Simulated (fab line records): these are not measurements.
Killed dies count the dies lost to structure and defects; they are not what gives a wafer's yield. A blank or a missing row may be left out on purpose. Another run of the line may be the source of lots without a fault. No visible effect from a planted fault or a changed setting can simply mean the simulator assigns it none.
Comparing a struck lot with a sound one / flow n5 finfet / 37 steps out of a route of 1938
Sound: wafers L686.2, L686.3, L686.6. Struck: wafer L694.4 (left out: L694.1, L694.6 of the same lot, which were not struck); the cause appears at the end.
Each step with rows lists, per side, the tool, then ch with its chambers, then its first start. Under that, the readings that differ: sound wafers / struck wafers / difference of the means / sigmas: that difference in standard deviations of wafers without a fault.
alike: same words and numbers on both sides, and readings whose means sit less than 2 such deviations apart. not compared: any withheld reading, any reading some wafer has no value for, any bound like >300 that may hide the same value, and any number with overlapping values for which the record gives no deviation.
The two part at a step that has a row with sigmas, a row that says differs or no value, or rows on one side only. Numbers that don't overlap but have no deviation are shown without sigmas and don't part them. Lack of a reading on every wafer of one side parts them only where that side has two or more wafers.

first, 10 steps without rows for these wafers: N5_BEOL_M5_STRIP_36 (strips in N2/H2); N5_BEOL_M5_TRENCH_ETCH_37 (etches SiCOH lowk in C4F6/O2, target depth 71.652 nm, time 24.7 s); N5_BEOL_M5_ETCH_41 (etches SiCN in CH3F/O2, target depth 31.5 nm, time 56.7 s); N5_BEOL_M5_STRIP_91 (strips in N2/H2, time 10 s); N5_BEOL_M5_HM_STRIP_39 (strips TiN in peroxide tin strip, target depth 25 nm, time 158 s); N5_BEOL_M5_SRD_40 (time 30 s); N5_BEOL_M5_PRECLEAN_42 (cleans in residue remover, time 60 s); N5_BEOL_M5_SRD_43 (time 30 s); N5_BEOL_M5_CURE_80 (cures SiCOH lowk, time 120 s); N5_BEOL_M5_DEGAS_44 (time 60 s).
N5_BEOL_M5_PRE_CLEAN_45: time 30 s.
  sound on pvd sputter-01 at day 13 22:13; struck on pvd sputter-01 at day 16 08:19
  alike: heater power w
then, 25 steps without rows for these wafers: N5_BEOL_M5_ALD_86 (deposits TaN, pulse time 2 s, purge time 3 s, co reactant purge time 2 s); N5_BEOL_M5_SURFACE_TREAT_87; N5_BEOL_M5_CVD_47 (deposits Co from CCTBA/H2, target thk 3 nm, time 216 s); N5_BEOL_M5_SPUTTER_48 (material Cu, target thk 15 nm, time 27.62 s); N5_BEOL_M5_ANNEAL_49 (time 1800 s); N5_BEOL_M5_SPUTTER_81 (material Cu, target thk 15 nm, time 27.62 s); N5_BEOL_M5_ANNEAL_82 (time 1800 s); N5_BEOL_M5_SPUTTER_83 (material Cu, target thk 15 nm, time 27.62 s); N5_BEOL_M5_ANNEAL_84 (time 1800 s); N5_BEOL_M5_SPUTTER_88 (material Cu, target thk 15 nm, time 27.62 s); N5_BEOL_M5_ANNEAL_89 (time 1800 s); N5_BEOL_M5_SPUTTER_90 (material Cu, target thk 4.5 nm, time 8.29 s); N5_BEOL_M5_ECD_50 (material Cu, target thk 300 nm); N5_BEOL_M5_ANNEAL_51 (time 90 s); N5_BEOL_M5_CMP_52 (polishes, stops on SiCOH lowk, t overpolish 6.9 s, target thk 62 nm); N5_BEOL_M5_PRE_CLEAN_77 (time 15 s); N5_BEOL_M5_CO_CAP_78 (material Co, precursor CCTBA/H2, target thk 2 nm, time 102.1 s); N5_BEOL_M5_PRE_CLEAN_55 (time 15 s); N5_BEOL_M5_DEP_56 (deposits SiCN from 3MS/NH3, target thk 8 nm, time 14 s); N5_BEOL_M6_ILD_DEP_00 (deposits SiCOH lowk from DEMS/porogen, target thk 179.75 nm, time 33.4 s); N5_BEOL_M6_CURE_74 (cures SiCOH lowk, time 240 s); N5_BEOL_M6_PECVD_70 (deposits SiO2 from TEOS/O2, target thk 20 nm, time 22.7 s); N5_BEOL_M6_HM_DEP_02 (deposits TiN, target thk 20 nm); N5_BEOL_M6_COAT_59 (time 60 s, resist thk 100 nm); N5_BEOL_M6_COAT_60 (time 60 s, resist thk 35 nm).
-- a jump in the record: the struck wafers' starts before and after are 5 days apart (it breaks off in module BEOL_M6 and resumes in module PASSIVATION, where the first step shown is number 1936 of the route) --
N5_PASSIVATION_PROBE_49:
  sound on prober-01 at day 19 03:35; struck on prober-02 at day 21 11:40
reading=defect limited yield (%); sound=87.7 90.1 89.4; struck=84.7; difference=-4.4; sigmas=-3
reading=killed_at_M0_to_M3; sound=45 50 58; struck=22; difference=-29; sigmas=-3
reading=killed_at_M4_up; sound=15 12 13; struck=76; difference=+63; sigmas=+11
reading=killed dies; sound=145 117 125; struck=181; difference=+52; sigmas=+3
reading=killed on rim; sound=17 12 14; struck=32; difference=+18; sigmas=+4
reading=sort_bin_5_function (%); sound=6.0 5.8 6.1; struck=9.4; difference=+3.4; sigmas=+3
reading=sort n pass; sound=1035 1063 1055; struck=999; difference=-52; sigmas=-3
reading=sort yield pct (%); sound=87.7 90.1 89.4; struck=84.7; difference=-4.4; sigmas=-3
  alike: killed at contacts, killed at front end, killed at other, killed open, killed short, sort_bin_6_memory

WHERE THEY PART
Only at N5_PASSIVATION_PROBE_49, within this record.

WHY: whatever the simulator had introduced
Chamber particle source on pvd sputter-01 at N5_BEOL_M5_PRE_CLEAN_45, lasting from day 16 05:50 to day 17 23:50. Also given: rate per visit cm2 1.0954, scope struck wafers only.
